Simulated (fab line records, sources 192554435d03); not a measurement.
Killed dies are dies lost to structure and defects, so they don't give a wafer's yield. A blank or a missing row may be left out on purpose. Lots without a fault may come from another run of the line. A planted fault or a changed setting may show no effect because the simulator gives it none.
A struck lot beside a sound one | flow n5_finfet | 36 steps out of a route of 1938
Sound: wafers L910.1, L910.4, L910.5. Struck: wafers L896.2, L896.3, L896.5. The cause comes at the end.
At each step with rows: each side's tool, then ch and its chambers, then its first start. Under that, the readings that differ: sound wafers | struck wafers | difference of the means | sigmas: that difference in standard deviations of wafers without a fault.
alike: readings whose means differ by less than 2 such deviations, and words and numbers that are the same on both sides. not compared: withheld readings, readings that some wafer has no value for, bounds like >300 that may hide the same value, and numbers for which the record gives no deviation and whose values overlap.
The two part at a step that has a row with sigmas, a row that says differs or no value, or rows on one side only. Numbers that don't overlap but have no deviation are shown without sigmas and don't part them. A reading that every wafer of one side lacks parts them only if that side has two wafers or more.

first, 9 steps without rows for these wafers: N5_BEOL_M4_ANNEAL_95 (time 240 s); N5_BEOL_M4_SPUTTER_96 (material Cu, target thk 4.5 nm, time 8.29 s); N5_BEOL_M4_ECD_50 (material Cu, target thk 300 nm); N5_BEOL_M4_ANNEAL_51 (time 90 s); N5_BEOL_M4_CMP_52 (polishes, stops on SiOC, t overpolish 6.8 s, target thk 40 nm); N5_BEOL_M4_PRE_CLEAN_60 (time 15 s); N5_BEOL_M4_CO_CAP_55 (material Co, precursor CCTBA/H2, target thk 2 nm, time 102.1 s); N5_BEOL_M4_PRE_CLEAN_56 (time 15 s); N5_BEOL_M4_DEP_57 (deposits SiCN from 3MS/NH3, target thk 8 nm, time 14 s).
N5_BEOL_M4_RC_MEAS_101:
  sound on prober-01 ch 0, day 15 11:28; struck on prober-02 ch 0, day 13 03:19
  alike: DIBL_N, DIBL_P, IOFF_N, IOFF_P, ION_N, ION_P, SS_N, SS_P, VT_N, VT_P
then, 24 steps without rows for these wafers: N5_BEOL_M5_ILD_DEP_00 (deposits SiCOH lowk from DEMS/porogen, target thk 140.64 nm, time 25.9 s); N5_BEOL_M5_CURE_79 (cures SiCOH lowk, time 240 s); N5_BEOL_M5_PECVD_70 (deposits SiO2 from TEOS/O2, target thk 16 nm, time 18 s); N5_BEOL_M5_HM_DEP_02 (deposits TiN, target thk 20 nm); N5_BEOL_M5_COAT_59 (time 60 s, resist thk 60 nm); N5_BEOL_M5_COAT_60 (time 60 s, resist thk 12 nm); N5_BEOL_M5_COAT_71 (time 60 s, resist thk 5 nm); N5_BEOL_M5_COAT_05 (resist thk 30 nm); N5_BEOL_M5_EBR_07; N5_BEOL_M5_SOFTBAKE_06 (time 60 s); N5_BEOL_M5_EXPOSE_08 (exposes mask M5, target cd 28 nm); N5_BEOL_M5_PEB_09 (peb time 60 s); N5_BEOL_M5_DEVELOP_10 (develop time 30 s); N5_BEOL_M5_DESCUM_16 (chemistry O2, time 7 s); N5_BEOL_M5_ETCH_72 (etches underlayer in N2/H2, target depth 6.5 nm, time 5.2 s); N5_BEOL_M5_ETCH_61 (etches SiARC in CF4, target depth 15.6 nm, time 26 s); N5_BEOL_M5_ETCH_62 (etches SOC in N2/H2, target depth 75 nm, overetch 15 nm, time 112.5 s); N5_BEOL_M5_STRIP_63 (strips in N2/H2); N5_BEOL_M5_STRIP_73 (strips in N2/H2); N5_BEOL_M5_STRIP_64 (strips in CF4); N5_BEOL_M5_HM_OPEN_17 (chemistry Cl2/BCl3, target TiN, target depth 20 nm, overetch 6 nm); N5_BEOL_M5_STRIP_19 (strips in O2); N5_BEOL_M5_COAT_65 (time 60 s, resist thk 60 nm); N5_BEOL_M5_COAT_66 (time 60 s, resist thk 12 nm).
-- the record jumps here: 5 days lie between the struck wafers' starts before and after (it left off in module BEOL_M5 and takes up again in module PASSIVATION, whose first step shown is number 1936 of the route) --
N5_PASSIVATION_AL_DEP_21: deposits Al, target thk 2800 nm, time 170 s.
  sound on pvd_sputter-03, day 19 15:14; struck on pvd_sputter-02, day 17 20:25
  no value came back on the struck wafers for cathode_dc_power_W (W), chamber_pressure_pa (Pa), throttle_valve_pct (%); on the sound wafers cathode_dc_power_W (W) reads 30001 30004 30001
N5_PASSIVATION_PROBE_49:
  sound on prober-01, day 19 21:04; struck on prober-02, day 18 01:58
  reading                  | sound          | struck         | difference | sigmas
  defect_limited_yield (%) | 92.5 92.1 92.3 | 0 0 0          | -92        | -66
  killed_at_contacts       | 19 16 23       | 3 0 1          | -18        | -3
  killed_at_other          | 2 3 2          | 1158 1165 1163 | +1160      | +99 or more
  killed_dies              | 89 93 91       | 1180 1180 1180 | +1089      | +64
  killed_on_rim            | 11 11 15       | 152 152 152    | +140       | +36
  killed_open              | 57 66 71       | 16 11 13       | -51        | -4
  killed_short             | 32 26 18       | 8 6 4          | -19        | -2
  sort_bin_5_function (%)  | 4.5 4.7 4.1    | 73.6 75.8 73.4 | +69.8      | +74
  sort_n_pass              | 1091 1087 1089 | 0 0 0          | -1089      | -64
  sort_yield_pct (%)       | 92.5 92.1 92.3 | 0 0 0          | -92        | -66
  alike: killed_at_M0_to_M3, killed_at_M4_up, killed_at_front_end, sort_bin_6_memory

WHERE THEY PART
First at N5_PASSIVATION_AL_DEP_21; last, within this record, at N5_PASSIVATION_PROBE_49.

WHY: what the simulator had put in
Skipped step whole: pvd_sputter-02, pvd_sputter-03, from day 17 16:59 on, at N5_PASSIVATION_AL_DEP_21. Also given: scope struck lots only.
